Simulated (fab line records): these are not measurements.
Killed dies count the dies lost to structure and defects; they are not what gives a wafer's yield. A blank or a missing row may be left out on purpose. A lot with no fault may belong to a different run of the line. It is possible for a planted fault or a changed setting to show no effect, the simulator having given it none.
Matching of chambers | flow n5-finfet | N5_BEOL_M1_CO_CAP_55 on cvd-co-02 has 3 sister chambers
The step material Co, precursor CCTBA/H2, target thk 2 nm, time 102.1 s. 14 wafers are shown with their chamber, then 7 later ones without.

## EACH WAFER AND ITS CHAMBER
wafer  | chamber | heater-power-w (W) | run-length-s (s)
L601.2 | 2       | 225                | 124.5
L601.3 | 0       | 211                | 124.6
L601.5 | 0       | 200                | 124.8
L600.2 | 2       | 225                | 124.1
L600.4 | 0       | 207                | 124.9
L600.6 | 1       | 230                | 125.2
L602.2 | 1       | 228                | 124.9
L602.4 | 2       | 226                | 124.1
L602.5 | 0       | 209                | 124.7
L604.2 | 2       | 225                | 124.1
L604.4 | 0       | 207                | 125.2
L604.5 | 2       | 228                | 124.2
L614.3 | 1       | 231                | 125.0
L614.4 | 0       | 204                | 124.4

SIGNATURES, as means of the wafers listed above
reading        | chamber 0 | chamber 1 | chamber 2 | scatter within a chamber
heater-power-w | 206.33    | 229.67    | 225.80    | 2.81
run-length-s   | 124.767   | 125.033   | 124.200   | 0.222
Rule: a wafer lies at a distance from a chamber equal to the root of the sum of squares, over the readings, of (its reading less the chamber's mean, divided by the reading's scatter). The wafer belongs to the nearest chamber; if the next one is less than 2 further off, it can't be placed. How the scatter is found: for the shown wafers, subtract from each reading the mean of its chamber, square and add these, divide the total by (wafers less chambers), then take the root.

## WAFERS MISSING THEIR CHAMBER
wafer  | heater-power-w (W) | run-length-s (s)
L614.6 | 227                | 124.5
L615.3 | 224                | 124.3
L615.4 | 200                | 124.5
L615.5 | 230                | 125.3
L618.2 | 205                | 124.7
L618.3 | 230                | 125.0
L618.4 | 223                | 124.7

## CHAMBER TAKEN BY EACH
wafer  | from the rows above     | in truth
L614.6 | can't be placed: 2 or 1 | 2
L615.3 | 2                       | 2
L615.4 | 0                       | 0
L615.5 | 1                       | 1
L618.2 | 0                       | 0
L618.3 | 1                       | 1
L618.4 | can't be placed: 2 or 1 | 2
Placed correctly: 5 of 7. Unplaceable from these rows: 2, with the true chamber sitting among the candidates in 2. 0 placed wrongly.
